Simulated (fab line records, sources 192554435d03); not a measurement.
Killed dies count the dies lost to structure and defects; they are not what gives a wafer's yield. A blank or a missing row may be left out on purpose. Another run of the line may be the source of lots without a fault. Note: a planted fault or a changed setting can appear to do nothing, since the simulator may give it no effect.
Chamber matching | flow n5_finfet | N5_BEOL_M0_SAQP_PECVD_00 on pecvd-01 has 3 sister chambers
The step deposits SiCN from 3MS/NH3, target thk 8 nm, time 14 s. 20 wafers are shown with their chamber, then 10 later ones without.

== WAFERS PAIRED WITH THEIR CHAMBERS ==
wafer  | chamber | throttle_valve_pct (%) | showerhead_plenum_p_Torr (Torr)
L074.1 | 0       | 8.7                    | 3.667
L074.3 | 1       | 9.8                    | 3.704
L074.6 | 2       | 8.6                    | 3.677
L076.1 | 1       | 10.1                   | 3.691
L076.4 | 0       | 8.5                    | 3.681
L076.5 | 2       | 8.3                    | 3.692
L078.1 | 2       | 8.2                    | 3.676
L078.3 | 1       | 10.2                   | 3.713
L078.4 | 2       | 8.1                    | 3.677
L080.1 | 0       | 8.4                    | 3.671
L080.4 | 0       | 8.8                    | 3.671
L080.6 | 1       | 9.7                    | 3.708
L081.1 | 0       | 8.6                    | 3.672
L081.3 | 1       | 10.0                   | 3.706
L081.4 | 1       | 10.1                   | 3.705
L084.1 | 0       | 8.6                    | 3.666
L084.4 | 1       | 10.0                   | 3.698
L084.6 | 2       | 8.5                    | 3.683
L086.1 | 2       | 8.4                    | 3.692
L086.5 | 0       | 8.5                    | 3.658

SIGNATURES (averages over the wafers above)
reading                  | chamber 0 | chamber 1 | chamber 2 | scatter within a chamber
throttle_valve_pct       | 8.586     | 9.986     | 8.350     | 0.167
showerhead_plenum_p_Torr | 3.66943   | 3.70357   | 3.68283   | 0.0072
Rule: for each reading, subtract the chamber's mean from the wafer's reading, divide by that reading's scatter and square the result; add these up over the readings and take the root, which gives the wafer's distance from the chamber. The wafer belongs to the nearest chamber; if the next one is less than 2 further off, it can't be placed. The scatter: take each reading less its chamber's mean, square it, sum over the shown wafers, divide by the number of wafers less the number of chambers, and take the root.

== WAFERS MISSING THEIR CHAMBER ==
wafer  | throttle_valve_pct (%) | showerhead_plenum_p_Torr (Torr)
L086.6 | 8.4                    | 3.676
L088.1 | 8.8                    | 3.669
L088.3 | 10.0                   | 3.702
L088.6 | 8.5                    | 3.678
L091.1 | 8.5                    | 3.670
L091.2 | 10.3                   | 3.704
L091.6 | 8.6                    | 3.674
L092.1 | 8.9                    | 3.680
L092.2 | 10.0                   | 3.696
L092.6 | 10.0                   | 3.703

== WHICH CHAMBER EACH WENT THROUGH ==
wafer  | from the rows above     | in truth
L086.6 | can't be placed: 2 or 0 | 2
L088.1 | 0                       | 0
L088.3 | 1                       | 1
L088.6 | can't be placed: 2 or 0 | 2
L091.1 | can't be placed: 0 or 2 | 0
L091.2 | 1                       | 1
L091.6 | can't be placed: 0 or 2 | 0
L092.1 | can't be placed: 0 or 2 | 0
L092.2 | 1                       | 1
L092.6 | 1                       | 1
Placed correctly: 5 of 10. Unplaceable from these rows: 5, with the true chamber sitting among the candidates in 5. Number placed wrongly: 0.
